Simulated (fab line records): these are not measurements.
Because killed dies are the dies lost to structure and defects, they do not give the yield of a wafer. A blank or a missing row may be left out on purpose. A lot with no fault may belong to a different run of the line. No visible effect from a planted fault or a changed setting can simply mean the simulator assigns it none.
Chamber matching || flow n5-finfet || N5_HKMG_FIN_CMP_23 on cmp-02: 4 sister chambers
The step polishes, stops on SiNx, t overpolish 10 s, target thk 46.326 nm. 4 wafers are shown with their chamber, then 8 later ones without.

## EACH WAFER AND ITS CHAMBER
{"wafer": "L085.2", "chamber": 2, "motor-current-A (A)": 11.4}
{"wafer": "L086.1", "chamber": 0, "motor-current-A (A)": 10.4}
{"wafer": "L086.4", "chamber": 3, "motor-current-A (A)": 13.4}
{"wafer": "L087.3", "chamber": 1, "motor-current-A (A)": 14.5}

## WAFERS WITH NO CHAMBER GIVEN
{"wafer": "L087.5", "motor-current-A (A)": 14.0}
{"wafer": "L087.6", "motor-current-A (A)": 10.6}
{"wafer": "L095.2", "motor-current-A (A)": 10.6}
{"wafer": "L095.3", "motor-current-A (A)": 11.1}
{"wafer": "L095.6", "motor-current-A (A)": 10.2}
{"wafer": "L096.1", "motor-current-A (A)": 13.7}
{"wafer": "L096.3", "motor-current-A (A)": 12.9}
{"wafer": "L096.5", "motor-current-A (A)": 10.7}

## WHICH CHAMBER EACH ONE RAN IN
{"wafer": "L087.5", "from the rows above": "can't be placed: 1 or 3", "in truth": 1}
{"wafer": "L087.6", "from the rows above": "can't be placed: 0 or 2", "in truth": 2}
{"wafer": "L095.2", "from the rows above": "can't be placed: 0 or 2", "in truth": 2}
{"wafer": "L095.3", "from the rows above": "can't be placed: 2 or 0", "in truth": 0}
{"wafer": "L095.6", "from the rows above": 0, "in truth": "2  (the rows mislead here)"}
{"wafer": "L096.1", "from the rows above": "can't be placed: 3 or 1", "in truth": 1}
{"wafer": "L096.3", "from the rows above": 3, "in truth": 3}
{"wafer": "L096.5", "from the rows above": "can't be placed: 0 or 2", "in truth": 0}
Correct placement for 1 of the 8. Unplaceable from these rows: 6, with the true chamber sitting among the candidates in 6. Placed wrongly: 1.
How it was worked out, from the rows above alone: a wafer's distance from a chamber is the root of the sum, over the readings, of the square of ((its reading less the chamber's mean) divided by the reading's scatter). The wafer belongs to the nearest chamber; if the next one is less than 2 further off, it can't be placed. A chamber's mean is the mean of its shown wafers. The scatter (one wafer shown for each chamber): square how far every hidden wafer sits from the nearest shown wafer, average those squares and take the square root.
